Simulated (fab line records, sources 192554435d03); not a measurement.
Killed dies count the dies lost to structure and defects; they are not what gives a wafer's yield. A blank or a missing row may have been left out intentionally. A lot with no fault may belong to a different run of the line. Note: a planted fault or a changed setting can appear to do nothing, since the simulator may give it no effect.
Comparing a struck lot with a sound one ; flow n5-finfet ; 21 steps out of a route of 1938
Sound: wafers L344.1, L344.3, L344.5. Wafers L337.2, L337.5, L337.6 were the ones struck. The cause comes at the end.
At each step with rows: each side's tool, then ch and its chambers, then its first start. Under that, the readings that differ: sound wafers ; struck wafers ; difference of the means ; sigmas: that difference in standard deviations of wafers without a fault.
alike: words and numbers the same on both sides, and readings whose means are apart by under 2 such deviations; not compared: readings that were withheld, readings missing a value for some wafer, numbers with overlapping values and no deviation given by the record, and bounds like >300 which may hide the same value.
The two part at a step that has a row with sigmas, a row that says differs or no value, or rows on one side only. When numbers do not overlap yet have no deviation, they are printed without sigmas and do not part them. A reading missing from all wafers of one side parts the sides only when that side holds two or more wafers.

first, 1 step without rows for these wafers: N5_WELL_APT_HARDBAKE_12 (time 120 s).
N5_WELL_APT_CD_MEAS_08: the cd target is 200 nm.
  sound on cd-sem-01 ch 0, day 6 08:08; struck on cd-sem-01 ch 0, day 4 14:02
  alike: cd-nm
N5_WELL_APT_OVL_MEAS_09:
  sound on overlay-01 ch 0, day 6 08:10; struck on overlay-01 ch 0, day 4 14:04
  alike: NWELL_OVL
N5_WELL_APT_INSPECT_10: inspects for defects (macro).
  sound on defect-inspect-01 at day 6 08:11; struck on defect-inspect-01 at day 4 14:05
  alike: raw-defect-count
N5_WELL_APT_DESCUM_13: chemistry O2, time 7.9 s.
  sound on rie-diel-03 ch 0,1,2, day 6 08:13; struck on rie-diel-05 ch 1,2,3, day 4 14:07
  alike: drypump-motor-current-A, o2-flow-sccm, oes-product-au, rf-vpp-V, showerhead-plenum-p-Torr, throttle-valve-pct
  not compared: rf-hours-counter-h
then, 7 steps without rows for these wafers: N5_WELL_APT_IMPLANT_14; N5_WELL_APT_IMPLANT_15; N5_WELL_APT_STRIP_16 (strips in SPM, time 900 s); N5_WELL_APT_HMDS_18 (time 60 s); N5_WELL_APT_COAT_19 (resist thk 950 nm); N5_WELL_APT_EBR_21; N5_WELL_APT_SOFTBAKE_20 (time 60 s).
N5_WELL_APT_EXPOSE_22: exposes mask PWELL, defocus 0 nm, target cd 200 nm.
  sound on krf-scanner-02 ch 0, day 6 09:27; struck on krf-scanner-01 ch 0, day 4 14:59
reading;sound;struck;difference;sigmas
exposure-dose-mJ-cm2;23.214 23.204 23.210;24.159 24.200 24.183;+0.971;+40
  alike: mask, reticle-temp-C
then, 3 steps without rows for these wafers: N5_WELL_APT_PEB_23 (peb time 90 s); N5_WELL_APT_DEVELOP_24 (develop time 45 s); N5_WELL_APT_HARDBAKE_29 (time 120 s).
N5_WELL_APT_CD_MEAS_25: the cd target is 200 nm.
  sound on cd-sem-02 ch 0, day 6 09:37; struck on cd-sem-03 ch 0, day 4 15:09
reading;sound;struck;difference;sigmas
cd-nm (nm);201.0 201.1 202.0;207.9 204.7 207.5;+5.3;+3
N5_WELL_APT_OVL_MEAS_26:
  sound on overlay-01 ch 0, day 6 09:39; struck on overlay-01 ch 0, day 4 15:11
  alike: PWELL_OVL
N5_WELL_APT_INSPECT_27: inspects for defects (macro).
  sound on defect-inspect-01 at day 6 09:40; struck on defect-inspect-01 at day 4 15:13
  alike: raw-defect-count
N5_WELL_APT_DESCUM_30: chemistry O2, time 7.9 s.
  sound on rie-diel-02 ch 0,3, day 6 09:56; struck on rie-diel-02 ch 2,3, day 4 15:14
reading;sound;struck;difference;sigmas
model.WELL_APT.cd-nm (nm);201.1 201.2 202.1;207.7 204.6 207.3;+5.1;
  alike: drypump-motor-current-A, o2-flow-sccm, oes-product-au, rf-vpp-V, showerhead-plenum-p-Torr, throttle-valve-pct
  not compared: rf-hours-counter-h
following that, these wafers have no rows for 1 step: N5_WELL_APT_IMPLANT_31.

## WHERE THEY PART
At N5_WELL_APT_EXPOSE_22 first; at N5_WELL_APT_CD_MEAS_25 last (within this record only). Later steps at which nothing parts them and some readings are alike: N5_WELL_APT_OVL_MEAS_26, N5_WELL_APT_INSPECT_27, N5_WELL_APT_DESCUM_30.

WHY: whatever the simulator had introduced
Drift in process parameters on krf-scanner-01 at N5_WELL_APT_EXPOSE_22, starting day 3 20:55. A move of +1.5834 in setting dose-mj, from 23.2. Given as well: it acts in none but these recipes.
